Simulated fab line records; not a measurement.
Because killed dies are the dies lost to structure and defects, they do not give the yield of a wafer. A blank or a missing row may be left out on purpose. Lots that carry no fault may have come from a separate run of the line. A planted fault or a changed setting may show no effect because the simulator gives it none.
Comparing a struck lot with a sound one + flow n5Finfet + 15 out of 1938 route steps
Sound: wafers L547.2, L547.4, L547.5. Wafers struck: L558.1, L558.5, L558.6. At the end, the cause is stated.
At each step with rows: each side's tool, then ch and its chambers, then its first start. Under that, the readings that differ: sound wafers + struck wafers + difference of the means + sigmas: that difference in standard deviations of wafers without a fault.
alike: a reading whose means differ by less than 2 such deviations, as well as words and numbers matching on both sides. not compared: withheld readings; readings where some wafer has no value; bounds like >300 that might hide an equal value; numbers whose values overlap and for which the record gives no deviation.
Wherever a step has rows on one side only, a row that says differs or no value, or a row with sigmas, the two part there. Numbers that don't overlap but have no deviation are shown without sigmas and don't part them. Lack of a reading on every wafer of one side parts them only where that side has two or more wafers.

first, 1 step without rows for these wafers: N5_BEOL_M11_DEVELOP_10 (develop time 30 s).
N5_BEOL_M11_CD_MEAS_11: target cd 64.1 nm.
  sound on cdSem-01 ch 0, day 12 05:07; struck on cdSem-03 ch 0, day 15 07:51
  alike: cdNm
N5_BEOL_M11_OVL_MEAS_12:
  sound on overlay-02 ch 0, day 12 05:09; struck on overlay-01 ch 0, day 15 07:53
  alike: M11_OVL
N5_BEOL_M11_INSPECT_13: inspects for defects (brightfield).
  sound on defectInspect-01 at day 12 05:10; struck on defectInspect-01 at day 15 07:54
  alike: rawDefectCount
N5_BEOL_M11_DESCUM_16: chemistry O2, time 7.9 s.
  sound on rieDiel-05 ch 2,3, day 12 05:22; struck on rieDiel-02 ch 2,3, day 15 07:56
  alike: chamberPressureMTorr, drypumpMotorCurrentA, oesProductAu, rfVppV, showerheadPlenumPTorr, throttleValvePct
  not compared: rfHoursCounterH
N5_BEOL_M11_ETCH_61: etches SiARC in CF4, target depth 39 nm, time 65 s.
  sound on rieDiel-05 ch 2,3, day 12 05:25; struck on rieDiel-02 ch 2,3, day 15 07:58
  alike: chamberPressureMTorr, drypumpMotorCurrentA, etchRfOnTimeS, oesProductAu, rfVppV, showerheadPlenumPTorr, throttleValvePct
  not compared: rfHoursCounterH
N5_BEOL_M11_ETCH_62: etches SOC in N2/H2, target depth 110 nm, overetch 22 nm, time 165 s.
  sound on rieDiel-05 ch 2,3, day 12 05:28; struck on rieDiel-02 ch 2,3, day 15 08:01
  alike: chamberPressureMTorr, drypumpMotorCurrentA, oesProductAu, rfVppV, showerheadPlenumPTorr, throttleValvePct
  not compared: rfHoursCounterH
then, 2 steps without rows for these wafers: N5_BEOL_M11_STRIP_68 (strips in N2/H2); N5_BEOL_M11_STRIP_67 (strips in CF4).
N5_BEOL_M11_HM_OPEN_17: chemistry Cl2/BCl3, target TiN, target depth 20 nm, overetch 6 nm.
  sound on rieMetal-03 ch 1, day 12 05:38; struck on rieMetal-03 ch 0,1, day 15 08:13
  alike: chamberPressureMTorr, drypumpMotorCurrentA, heBacksideLeakSccm, mfcCl2Sccm, oesProductAu, throttleValvePct
  not compared: rfHoursCounterH
N5_BEOL_M11_STRIP_19: strips in O2.
  sound on rieDiel-05 ch 0,2, day 12 05:47; struck on rieDiel-05 ch 0,3, day 15 08:19
  alike: chamberPressureMTorr, drypumpMotorCurrentA, oesProductAu, rfVppV, showerheadPlenumPTorr, throttleValvePct
  not compared: rfHoursCounterH
N5_BEOL_M11_CD_MEAS_18: pitch 140 nm, target cd 70 nm.
  sound on cdSem-02 at day 12 05:52; struck on cdSem-01 at day 15 08:23
  alike: cdNm
N5_BEOL_M11_COAT_63: time 60 s, resist thk 100 nm.
  sound on lithoTrack-03 ch 0, day 12 06:45; struck on lithoTrack-02 ch 0, day 15 11:15
| reading               | sound                | struck               | difference | sigmas |
|-----------------------|----------------------|----------------------|------------|--------|
| heaterPowerTotalW (W) | 500.4 498.7 499.8    | 513.5 518.3 519.1    | +17.3      | +11    |
| plateTempC (C)        | 250.19 249.89 250.13 | 256.61 256.63 256.50 | +6.51      | +41    |
then, 1 step without rows for these wafers: N5_BEOL_M11_COAT_64 (time 60 s, resist thk 30 nm).
N5_PASSIVATION_PROBE_49:
  the record holds rows for the sound wafers here (prober-02, day 13 19:10) but none for the struck ones

== WHERE THEY PART ==
Last at N5_PASSIVATION_PROBE_49 as far as this record goes, first at N5_BEOL_M11_COAT_63.

WHY: whatever the simulator had introduced
Process parameters drifting: lithoTrack-02 at N5_BEOL_M11_COAT_63, beginning at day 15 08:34. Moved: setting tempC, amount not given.
